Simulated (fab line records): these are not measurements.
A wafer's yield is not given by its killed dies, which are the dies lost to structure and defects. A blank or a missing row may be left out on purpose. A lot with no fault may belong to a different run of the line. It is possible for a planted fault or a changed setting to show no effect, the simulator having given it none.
Split-lot study :: flow n5_finfet :: route with 1938 steps; 7 lots, 21 wafers read

ON THE SPLIT
At N5_BEOL_M8_EXPOSE_25 (exposes mask V7, target cd 40 nm), the setting dose_mj was moved away from the recipe's 42.5 on 8 of the 21 wafers read, by +2.8% to +5.3%. All remaining wafers had this setting at the recipe value.

FROM THE SPLIT TO THE READING: what the file shows between them, 3 steps
- N5_BEOL_M8_PEB_26: peb time 60 s
- N5_BEOL_M8_DEVELOP_27: develop time 30 s
- N5_BEOL_M8_DESCUM_33: chemistry O2, time 7 s

THE READING
BEOL_M8.cd_nm (the simulator's own value, which no gauge read), in nm, at N5_BEOL_M8_ETCH_72 (etches underlayer in N2/H2, target depth 6.5 nm, time 5.2 s). The file does not state a usual value for it. The 13 wafers here that ran the recipe average 40.0 nm, standard deviation 0.16 nm.

wafer: L081.2
tool, chamber at the split: euv_scanner-02, 0
dose_mj as run: 42.5
against the recipe: recipe
BEOL_M8.cd_nm, nm: 40
against lot-mates on the recipe: -

wafer: L081.6
tool, chamber at the split: euv_scanner-02, 0
dose_mj as run: 42.5
against the recipe: recipe
BEOL_M8.cd_nm, nm: 40
against lot-mates on the recipe: -

wafer: L081.3
tool, chamber at the split: euv_scanner-02, 0
dose_mj as run: 44.77
against the recipe: +5.3%
BEOL_M8.cd_nm, nm: 41
against lot-mates on the recipe: +1.0

wafer: L082.2
tool, chamber at the split: euv_scanner-01, 0
dose_mj as run: 44.14
against the recipe: +3.9%
BEOL_M8.cd_nm, nm: 40.8
against lot-mates on the recipe: +0.8

wafer: L082.3
tool, chamber at the split: euv_scanner-01, 0
dose_mj as run: 44.14
against the recipe: +3.9%
BEOL_M8.cd_nm, nm: 40.8
against lot-mates on the recipe: +0.8

wafer: L082.5
tool, chamber at the split: euv_scanner-01, 0
dose_mj as run: 42.5
against the recipe: recipe
BEOL_M8.cd_nm, nm: 40
against lot-mates on the recipe: -

wafer: L088.1
tool, chamber at the split: euv_scanner-02, 0
dose_mj as run: 42.5
against the recipe: recipe
BEOL_M8.cd_nm, nm: 39.8
against lot-mates on the recipe: -

wafer: L088.4
tool, chamber at the split: euv_scanner-02, 0
dose_mj as run: 42.5
against the recipe: recipe
BEOL_M8.cd_nm, nm: 40
against lot-mates on the recipe: -

wafer: L088.5
tool, chamber at the split: euv_scanner-02, 0
dose_mj as run: 42.5
against the recipe: recipe
BEOL_M8.cd_nm, nm: 40
against lot-mates on the recipe: -

wafer: L087.1
tool, chamber at the split: euv_scanner-02, 0
dose_mj as run: 42.5
against the recipe: recipe
BEOL_M8.cd_nm, nm: 40.2
against lot-mates on the recipe: -

wafer: L087.3
tool, chamber at the split: euv_scanner-02, 0
dose_mj as run: 44.65
against the recipe: +5.1%
BEOL_M8.cd_nm, nm: 41.4
against lot-mates on the recipe: +1.2

wafer: L087.5
tool, chamber at the split: euv_scanner-02, 0
dose_mj as run: 44.65
against the recipe: +5.1%
BEOL_M8.cd_nm, nm: 41.2
against lot-mates on the recipe: +1.0

wafer: L089.3
tool, chamber at the split: euv_scanner-02, 0
dose_mj as run: 43.68
against the recipe: +2.8%
BEOL_M8.cd_nm, nm: 40.4
against lot-mates on the recipe: no lot-mate on the recipe

wafer: L089.4
tool, chamber at the split: euv_scanner-02, 0
dose_mj as run: 43.68
against the recipe: +2.8%
BEOL_M8.cd_nm, nm: 40.8
against lot-mates on the recipe: no lot-mate on the recipe

wafer: L089.5
tool, chamber at the split: euv_scanner-02, 0
dose_mj as run: 43.68
against the recipe: +2.8%
BEOL_M8.cd_nm, nm: 40.2
against lot-mates on the recipe: no lot-mate on the recipe

wafer: L092.2
tool, chamber at the split: euv_scanner-02, 0
dose_mj as run: 42.5
against the recipe: recipe
BEOL_M8.cd_nm, nm: 39.8
against lot-mates on the recipe: -

wafer: L092.6
tool, chamber at the split: euv_scanner-02, 0
dose_mj as run: 42.5
against the recipe: recipe
BEOL_M8.cd_nm, nm: 39.8
against lot-mates on the recipe: -

wafer: L092.5
tool, chamber at the split: euv_scanner-02, 0
dose_mj as run: 42.5
against the recipe: recipe
BEOL_M8.cd_nm, nm: 40.2
against lot-mates on the recipe: -

wafer: L096.3
tool, chamber at the split: euv_scanner-01, 0
dose_mj as run: 42.5
against the recipe: recipe
BEOL_M8.cd_nm, nm: 39.8
against lot-mates on the recipe: -

wafer: L096.4
tool, chamber at the split: euv_scanner-01, 0
dose_mj as run: 42.5
against the recipe: recipe
BEOL_M8.cd_nm, nm: 40.2
against lot-mates on the recipe: -

wafer: L096.5
tool, chamber at the split: euv_scanner-01, 0
dose_mj as run: 42.5
against the recipe: recipe
BEOL_M8.cd_nm, nm: 40.2
against lot-mates on the recipe: -

THE FIT
A straight line over all 21 wafers: BEOL_M8.cd_nm changes by +0.219 nm for each +1% of dose_mj; r = +0.92; the points scatter about the line by 0.19 nm.
The same after taking each lot's own level away (the mean of its wafers on the recipe; 18 wafers): +0.207 nm for each +1%; r = +0.96; scatter 0.13 nm.
On that fit, the largest move of dose_mj shifts the reading by 1.1 nm.
Measured against the standard deviation above, the lots' own levels, which go from 39.93 to 40.20 nm, span 1.7 times it.
Consequently the slope shifts little with the lot-to-lot level, the two slopes agreeing.
Check: for one of the wafers moved furthest among these (+5.3%), held out of the fit, the line's prediction against its lot-mates is +1.14 nm. Against them it came out at +1 nm.

OTHER SPLITS APPLIED TO THESE WAFERS
These wafers also went through other splits before the reading. Each is held against what the fit with the lots' levels taken away leaves over:
other split on the same wafers: N5_BEOL_M4_COAT_05 spin_rpm
wafers away from the commonest value: 11
r with BEOL_M8.cd_nm (lot level and that fit taken away): -0.37

other split on the same wafers: N5_BEOL_M4_ETCH_64 bias_w
wafers away from the commonest value: 5
r with BEOL_M8.cd_nm (lot level and that fit taken away): -0.12

other split on the same wafers: N5_BEOL_M5_COAT_71 spin_rpm
wafers away from the commonest value: 7
r with BEOL_M8.cd_nm (lot level and that fit taken away): +0.12

other split on the same wafers: N5_BEOL_M6_ILD_DEP_00 time_s
wafers away from the commonest value: 7
r with BEOL_M8.cd_nm (lot level and that fit taken away): +0.29

other split on the same wafers: N5_BEOL_M7_ILD_DEP_00 time_s
wafers away from the commonest value: 7
r with BEOL_M8.cd_nm (lot level and that fit taken away): -0.16

other split on the same wafers: N5_BEOL_M8_COAT_22 spin_rpm
wafers away from the commonest value: 5
r with BEOL_M8.cd_nm (lot level and that fit taken away): +0.33

THE WHOLE CHAIN: every reading that the file lists as answering this split, in the file's order
step: N5_BEOL_M8_DESCUM_33
what it does: chemistry O2, time 7 s
reading: BEOL_M8.cd_nm (the simulator's own value, which no gauge read)
change (the file's fit): +0.177 nm for each +1% of the setting
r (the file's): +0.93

step: N5_BEOL_M8_ETCH_72
what it does: etches underlayer in N2/H2, target depth 6.5 nm, time 5.2 s
reading: BEOL_M8.cd_nm (the simulator's own value, which no gauge read)
change (the file's fit): +0.203 nm for each +1% of the setting
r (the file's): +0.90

THE FILE'S OWN FIT
BEOL_M8.cd_nm changes by +0.203 nm for each +1% of dose_mj, r = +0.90.
